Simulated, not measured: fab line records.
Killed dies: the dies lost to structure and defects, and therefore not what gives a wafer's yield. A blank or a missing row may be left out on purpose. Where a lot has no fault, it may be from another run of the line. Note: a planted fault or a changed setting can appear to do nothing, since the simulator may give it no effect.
Struck lot and sound lot, side by side ; flow nand_harc ; 26 out of 1302 route steps
Sound: the wafers L600.3, L600.4, L600.6. The struck wafers were L592.2, L592.3, L592.4. The cause comes at the end.
At each step with rows: each side's tool, then ch and its chambers, then its first start. Under that, the readings that differ: sound wafers ; struck wafers ; difference of the means ; sigmas: that difference in standard deviations of wafers without a fault.
alike: same words and numbers on both sides, and readings whose means sit less than 2 such deviations apart. not compared: any withheld reading, any reading some wafer has no value for, any bound like >300 that may hide the same value, and any number with overlapping values for which the record gives no deviation.
Wherever a step has rows on one side only, a row that says differs or no value, or a row with sigmas, the two part there. Non-overlapping numbers with no deviation appear without sigmas and do not part them. A reading that every wafer of one side lacks parts them only if that side has two wafers or more.

NHARC_A_M0_PRE_CLEAN_29: time 30 s.
  sound on pvd_sputter-03; struck on pvd_sputter-02
  alike: heater_power_w, susceptor_temp_C
then, 3 steps without rows for these wafers: NHARC_A_M0_PVD_20 (deposits TaN, target thk 5 nm, time 8.06 s); NHARC_A_M0_PVD_21 (deposits Cu, target thk 30 nm, time 20.49 s); NHARC_A_M0_ECD_22 (material Cu, target thk 400 nm).
NHARC_A_M0_ANNEAL_30: time 90 s.
  sound on rtp_anneal-02 ch 0, day 27 20:25; struck on rtp_anneal-01 ch 0, day 23 17:02
  alike: anneal_temp_c_max, wafer_temp_C_max
then, 1 step without rows for these wafers: NHARC_A_M0_CMP_23 (polishes, t overpolish 20 s, target thk 113.75 nm).
NHARC_A_M0_THK_MEAS_24: measures by xrf.
  sound on film_metro-01, day 27 20:59; struck on film_metro-02, day 23 17:38
  alike: thk_nm
next, for these wafers, 1 step has no rows: NHARC_A_M0_SRD_25.
NHARC_A_M0_INSPECT_27:
  sound on defect_inspect-02, day 27 21:08; struck on defect_inspect-02, day 23 17:48
reading;sound;struck;difference;sigmas
raw_defect_count;608 921 877;405 364 429;-403;-3
NHARC_A_M0_PRE_CLEAN_31: time 12 s.
  sound on pecvd-04 ch 1,2, day 27 21:13; struck on pecvd-02 ch 0,2, day 23 17:53
  alike: heater_power_w, susceptor_temp_C
NHARC_A_M0_DEP_32: deposits SiCN, target thk 30 nm.
  sound on pecvd-04 ch 1,2, day 27 21:19; struck on pecvd-02 ch 0,2, day 23 17:59
  alike: heater_power_w, susceptor_temp_C
NHARC_A_M1_DEP_00: deposits SiOC, target thk 182.5 nm.
  sound on pecvd-03 ch 0,1, day 27 21:47; struck on pecvd-04 ch 0,1,2, day 23 18:22
then, 9 steps without rows for these wafers: NHARC_A_M1_DEHYDRATE_01 (time 120 s); NHARC_A_M1_HMDS_02 (time 30 s); NHARC_A_M1_COAT_34 (time 65 s); NHARC_A_M1_COAT_03 (resist thk 90 nm); NHARC_A_M1_SOFTBAKE_04 (time 55 s); NHARC_A_M1_EBR_05; NHARC_A_M1_EXPOSE_06 (exposes mask A M1, target cd 120 nm); NHARC_A_M1_PEB_07 (peb time 65 s); NHARC_A_M1_DEVELOP_08 (develop time 35 s).
NHARC_A_M1_CD_MEAS_09 targets a cd of 120 nm.
  sound on cd_sem-01 ch 0, day 27 22:24; struck on cd_sem-03 ch 0, day 23 19:11
  alike: cd_nm
NHARC_A_M1_OVL_MEAS_10: pitch 240 nm.
  sound on overlay-02, day 27 22:29; struck on overlay-01, day 23 19:17
  alike: overlay_x_nm, overlay_y_nm
NHARC_A_M1_INSPECT_11:
  sound on defect_inspect-01, day 27 22:31; struck on defect_inspect-02, day 23 19:19
reading;sound;struck;difference;sigmas
raw_defect_count;120 138 162;886 859 882;+736;+17
NHARC_A_M1_DESCUM_14: chemistry O2, time 3 s.
  sound on rie_diel-04 ch 1,3, day 27 22:35; struck on rie_diel-07 ch 0,2,3, day 23 19:23
reading;sound;struck;difference;sigmas
drypump_motor_current_A (A);6.1 6.4 6.4;5.8 5.8 5.2;-0.7;-2
  alike: oes_product_au, rf_vpp_V, showerhead_plenum_p_Torr, throttle_valve_pct
  not compared: rf_hours_counter_h
NHARC_END_SORT_01:
  only the struck wafers appear in the record here, on prober-02 ch 0 at day 25 06:19; the sound ones have no rows

== WHERE THEY PART ==
First at NHARC_A_M0_INSPECT_27; last, within this record, at NHARC_END_SORT_01.

WHY: the cause the simulator had injected
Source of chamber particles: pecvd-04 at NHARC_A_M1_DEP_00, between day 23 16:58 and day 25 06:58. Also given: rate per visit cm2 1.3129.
